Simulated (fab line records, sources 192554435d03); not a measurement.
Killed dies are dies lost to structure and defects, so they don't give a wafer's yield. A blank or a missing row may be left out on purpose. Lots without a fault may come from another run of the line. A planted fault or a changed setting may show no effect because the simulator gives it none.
A struck lot beside a sound one | flow n5_finfet | 15 steps out of a route of 1938
Sound: wafers L767.1, L767.2, L767.6. Struck: wafers L777.1, L777.2, L777.4. The cause comes at the end.
At each step with rows: each side's tool, then ch and its chambers, then its first start. Under that, the readings that differ: sound wafers | struck wafers | difference of the means | sigmas: that difference in standard deviations of wafers without a fault.
alike: readings whose means differ by less than 2 such deviations, and words and numbers that are the same on both sides. not compared: withheld readings, readings that some wafer has no value for, bounds like >300 that may hide the same value, and numbers for which the record gives no deviation and whose values overlap.
The two part at a step that has a row with sigmas, a row that says differs or no value, or rows on one side only. Numbers that don't overlap but have no deviation are shown without sigmas and don't part them. A reading that every wafer of one side lacks parts them only if that side has two wafers or more.

first, 8 steps without rows for these wafers: N5_BEOL_M6_COAT_59 (time 60 s, resist thk 100 nm); N5_BEOL_M6_COAT_60 (time 60 s, resist thk 35 nm); N5_BEOL_M6_COAT_05 (resist thk 90 nm); N5_BEOL_M6_EBR_07; N5_BEOL_M6_SOFTBAKE_06 (time 60 s); N5_BEOL_M6_EXPOSE_08 (exposes mask M6); N5_BEOL_M6_PEB_09 (peb time 60 s); N5_BEOL_M6_DEVELOP_10 (develop time 30 s).
N5_BEOL_M6_CD_MEAS_11: target cd 38.5 nm.
  sound on cd_sem-01 ch 0, day 12 07:35; struck on cd_sem-01 ch 0, day 16 04:49
  alike: cd_nm
N5_BEOL_M6_OVL_MEAS_12:
  sound on overlay-01 ch 0, day 12 07:37; struck on overlay-01 ch 0, day 16 04:51
  alike: M6_OVL
N5_BEOL_M6_INSPECT_13: inspects for defects (brightfield).
  sound on defect_inspect-01, day 12 07:39; struck on defect_inspect-02, day 16 04:52
  alike: raw_defect_count
N5_BEOL_M6_DESCUM_16: chemistry O2, time 7.9 s.
  sound on rie_diel-04 ch 1,2, day 12 07:41; struck on rie_diel-04 ch 0,2,3, day 16 04:54
  alike: drypump_motor_current_A, oes_product_au, rf_vpp_V, showerhead_plenum_p_Torr, throttle_valve_pct
  not compared: rf_hours_counter_h
N5_BEOL_M6_ETCH_61: etches SiARC in CF4, target depth 45.5 nm, time 75.8 s.
  sound on rie_diel-04 ch 1,2, day 12 07:43; struck on rie_diel-04 ch 0,2,3, day 16 04:56
  reading               | sound             | struck            | difference | sigmas
  bias_w (W)            | 35.88 35.89 35.84 | 39.66 39.69 39.71 | +3.82      | +35
  etch_rf_on_time_s (s) | 77.8 77.4 78.2    | 73.1 73.5 73.8    | -4.3       | -3
  rf_vpp_V (V)          | 183.5 183.4 183.6 | 196.2 196.6 197.2 | +13.2      | +11
  alike: drypump_motor_current_A, oes_product_au, showerhead_plenum_p_Torr, throttle_valve_pct
  not compared: rf_hours_counter_h
N5_BEOL_M6_ETCH_62: etches SOC in N2/H2, target depth 110 nm, overetch 22 nm, time 165 s.
  sound on rie_diel-04 ch 1,2, day 12 07:46; struck on rie_diel-04 ch 0,2,3, day 16 04:59
  alike: bias_w, drypump_motor_current_A, h2_flow_sccm, oes_product_au, rf_vpp_V, showerhead_plenum_p_Torr, throttle_valve_pct
  not compared: rf_hours_counter_h
then, 1 step without rows for these wafers: N5_PASSIVATION_PROBE_49.

WHERE THEY PART
Only at N5_BEOL_M6_ETCH_61, within this record. Later steps at which nothing parts them and some readings are alike: N5_BEOL_M6_ETCH_62.

WHY: what the simulator had put in
Process parameter drift: rie_diel-04, from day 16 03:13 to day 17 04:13, at N5_BEOL_M6_ETCH_61. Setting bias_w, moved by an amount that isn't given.
